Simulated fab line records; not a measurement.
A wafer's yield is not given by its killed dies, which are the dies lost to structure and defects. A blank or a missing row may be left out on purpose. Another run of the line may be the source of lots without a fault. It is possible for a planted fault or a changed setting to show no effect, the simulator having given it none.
Which of the tools did it? ; flow nand-harc ; 12 lots, 36 wafers sampled, at 5 steps of a route of 1302

WHAT EACH GAUGE READ, for each wafer
NHARC_END_SORT_01. Usual: killed-at-array 55, standard deviation 17; killed-at-other 1.1, standard deviation 1.6; killed-at-periphery 3.8, standard deviation 2.5; killed-dies 60, standard deviation 18; killed-open 3.3, standard deviation 1.9; killed-short 2.5, standard deviation 1.7.
lot;measured;on;killed-at-array;killed-at-other;killed-at-periphery;killed-dies;killed-open;killed-short;flag
L290;day 34 07:05;prober-01;41 42 43;1 1 1;4 2 3;46 45 47;2 3 4;1 2 1;

WHAT TOOL EACH LOT RAN ON (gives the tool, then ch and the chambers of the sampled wafers, and finally the start)
lot;NHARC_A_STAIRCASE_TRIM_222;NHARC_A_STAIRCASE_TRIM_229;NHARC_A_STAIRCASE_ETCH_234;NHARC_A_STAIRCASE_HM_DEP_456
L272;rie-diel-11 ch 1,2, day 16 09:39 or earlier;rie-diel-11 ch 0,1, day 16 09:39;rie-diel-11 ch 0,1,2, day 16 21:11 or earlier;acl-dep-01 ch 0, day 16 21:11
L271;rie-diel-11 ch 0,1,2, day 16 11:11 or earlier;rie-diel-13 ch 0,1,2, day 16 11:11;rie-diel-13 ch 0,2,3, day 16 20:34 or earlier;acl-dep-02 ch 0, day 16 20:34
L275;rie-diel-11 ch 2,3, day 18 04:49 or earlier;rie-diel-11 ch 0,1,2, day 18 04:49;rie-diel-11 ch 0,1,2, day 18 08:43 or earlier;acl-dep-01 ch 0, day 18 08:43
L276;rie-diel-11 ch 2,3, day 18 10:32 or earlier;rie-diel-08 ch 0,2,3, day 18 10:32;rie-diel-08 ch 0,1,2, day 18 14:42 or earlier;acl-dep-03 ch 0, day 18 14:42
L277;rie-diel-11 ch 1,2,3, day 19 02:56 or earlier;rie-diel-13 ch 0,3, day 19 02:56;rie-diel-13 ch 2,3, day 19 09:23 or earlier;acl-dep-01 ch 0, day 19 09:23
L278;rie-diel-13 ch 1,2,3, day 19 22:20 or earlier;rie-diel-08 ch 1,2,3, day 19 22:20;rie-diel-08 ch 1,2,3, day 20 06:02 or earlier;acl-dep-03 ch 0, day 20 06:02
L281;rie-diel-08 ch 1,3, day 20 14:50 or earlier;rie-diel-08 ch 1,2,3, day 20 14:50;rie-diel-08 ch 0,1, day 20 19:34 or earlier;acl-dep-03 ch 0, day 20 19:34
L283;rie-diel-13 ch 2,3, day 21 14:02 or earlier;rie-diel-08 ch 0,1, day 21 14:02;rie-diel-08 ch 2,3, day 21 21:01 or earlier;acl-dep-01 ch 0, day 21 21:01
L285;rie-diel-13 ch 0,1,2, day 22 05:59 or earlier;rie-diel-13 ch 1,2, day 22 05:59;rie-diel-13 ch 0,3, day 22 11:43 or earlier;acl-dep-02 ch 0, day 22 11:43
L289;rie-diel-13 ch 0,1,2, day 23 08:44 or earlier;rie-diel-11 ch 1,2,3, day 23 08:44;rie-diel-11 ch 1,2,3, day 23 12:27 or earlier;acl-dep-02 ch 0, day 23 12:27
L290;rie-diel-13 ch 1,2, day 24 16:23 or earlier;rie-diel-11 ch 0,1,2, day 24 16:23;rie-diel-11 ch 1,3, day 24 20:07 or earlier;acl-dep-03 ch 0, day 24 20:07
L294;rie-diel-13 ch 1,2, day 25 17:14 or earlier;rie-diel-08 ch 0,2,3, day 25 17:14;rie-diel-08 ch 0,2,3, day 26 00:11 or earlier;acl-dep-01 ch 0, day 26 00:11
- NHARC_A_STAIRCASE_TRIM_222: chemistry O2, time 211.2 s.
- NHARC_A_STAIRCASE_TRIM_229: chemistry O2, time 211.2 s.
- NHARC_A_STAIRCASE_ETCH_234: etches the open film in C4F8/O2, target depth 100 nm, time 40.5 s.
- NHARC_A_STAIRCASE_HM_DEP_456: deposits aC, target thk 3100 nm.

AS READ BY THE TOOLS THEMSELVES (means over the sampled wafers that have a number; for cases with no such wafer, the mark the record gives instead)
NHARC_A_STAIRCASE_TRIM_222. Usual: drypump-motor-current-A 6.0 A, standard deviation 0.5; o2-flow-sccm 500.2 sccm, standard deviation 1.5; oes-product-au 1.001 a.u., standard deviation 0.0095; rf-vpp-V 57.8 V, standard deviation 0.91; showerhead-plenum-p-Torr 3.52 Torr, standard deviation 0.15; throttle-valve-pct 17.036 %, standard deviation 0.0092.
lot;tool;drypump-motor-current-A (A);o2-flow-sccm (sccm);oes-product-au (a.u.);rf-vpp-V (V);showerhead-plenum-p-Torr (Torr);throttle-valve-pct (%);flag
L272;rie-diel-11;6.3;500.2;1.000;57.6;3.46;17.040;
L271;rie-diel-11;6.3;500.8;0.996;57.7;3.42;17.050;
L275;rie-diel-11;6.4;501.1;1.013;58.1;3.50;17.036;
L276;rie-diel-11;6.3;499.9;0.998;58.3;3.54;17.034;
L277;rie-diel-11;6.3;499.6;1.004;58.0;3.49;17.038;
L278;rie-diel-13;6.2;500.5;1.003;57.3;3.56;17.035;
L281;rie-diel-08;6.4;500.3;1.004;58.4;3.54;17.027;
L283;rie-diel-13;6.0;500.3;1.001;57.8;3.71;17.031;
L285;rie-diel-13;5.9;499.9;1.004;57.3;3.53;17.039;
L289;rie-diel-13;5.9;498.8;1.006;57.6;3.52;17.035;
L290;rie-diel-13;6.2;501.9;1.010;58.5;3.61;17.026;
L294;rie-diel-13;6.2;501.4;1.003;58.3;3.61;17.029;

NHARC_A_STAIRCASE_TRIM_229. Usual: drypump-motor-current-A 6.0 A, standard deviation 0.56; o2-flow-sccm 499.9 sccm, standard deviation 1.5; oes-product-au 0.999 a.u., standard deviation 0.0097; rf-vpp-V 57.7 V, standard deviation 0.89; showerhead-plenum-p-Torr 3.54 Torr, standard deviation 0.16; throttle-valve-pct 17.036 %, standard deviation 0.0087.
lot;tool;drypump-motor-current-A (A);o2-flow-sccm (sccm);oes-product-au (a.u.);rf-vpp-V (V);showerhead-plenum-p-Torr (Torr);throttle-valve-pct (%);flag
L272;rie-diel-11;6.2;501.2;0.995;57.5;3.36;17.032;
L271;rie-diel-13;5.9;499.0;1.005;57.0;3.55;17.038;
L275;rie-diel-11;6.3;499.4;1.001;57.4;3.41;17.035;
L276;rie-diel-08;5.6;498.8;1.001;57.8;3.71;17.037;
L277;rie-diel-13;5.3;500.6;0.997;56.9;3.52;17.031;
L278;rie-diel-08;6.1;499.3;1.011;58.3;3.58;17.035;
L281;rie-diel-08;6.1;500.7;0.997;57.2;3.58;17.034;
L283;rie-diel-08;5.4;500.4;1.002;58.5;3.66;17.036;
L285;rie-diel-13;6.4;499.2;0.998;57.1;3.47;17.032;
L289;rie-diel-11;6.3;501.2;0.990;58.3;3.47;17.035;
L290;rie-diel-11;6.3;499.1;0.995;58.1;3.39;17.035;
L294;rie-diel-08;5.6;499.4;1.000;57.9;3.67;17.031;

NHARC_A_STAIRCASE_ETCH_234. Usual: oes-product-au 0.942 a.u., standard deviation 0.014; rf-vpp-V 897 V, standard deviation 5.7.
lot;tool;oes-product-au (a.u.);rf-vpp-V (V);flag
L272;rie-diel-11;0.936;891;
L271;rie-diel-13;0.961;900;
L275;rie-diel-11;0.947;892;
L276;rie-diel-08;0.946;899;
L277;rie-diel-13;0.958;902;
L278;rie-diel-08;0.937;898;
L281;rie-diel-08;0.963;897;
L283;rie-diel-08;0.931;900;
L285;rie-diel-13;0.949;896;
L289;rie-diel-11;0.940;893;
L290;rie-diel-11;0.933;895;
L294;rie-diel-08;0.954;901;

NHARC_A_STAIRCASE_HM_DEP_456. Usual: throttle-valve-pct 35.000 %, standard deviation 0.0092.
lot;tool;throttle-valve-pct (%);flag
L272;acl-dep-01;35.001;
L271;acl-dep-02;35.003;
L275;acl-dep-01;35.003;
L276;acl-dep-03;34.995;
L277;acl-dep-01;35.005;
L278;acl-dep-03;34.999;
L281;acl-dep-03;35.001;
L283;acl-dep-01;34.998;
L285;acl-dep-02;35.002;
L289;acl-dep-02;35.007;
L290;acl-dep-03;35.005;
L294;acl-dep-01;34.998;

THE ANSWER, worked out from the rows above alone
Rule: a lot is off if the mean of its wafers that have a number lies more than 3 standard deviations from the usual mean. Also off: a lot with no number at a reading for which 4 or more lots have one. Where the step has rows for the other lots, those lots are counted as sound. Order of review: gauges by route order, followed by the tools' own readings, for which a lot's mean as printed above is used. The first step at which some lot is off is used, and at that step the reading that is off furthest; a lot without a number counts as furthest.
None of the lots is off at any reading shown; this tells nothing.

WHAT THE SIMULATOR HAD PUT IN
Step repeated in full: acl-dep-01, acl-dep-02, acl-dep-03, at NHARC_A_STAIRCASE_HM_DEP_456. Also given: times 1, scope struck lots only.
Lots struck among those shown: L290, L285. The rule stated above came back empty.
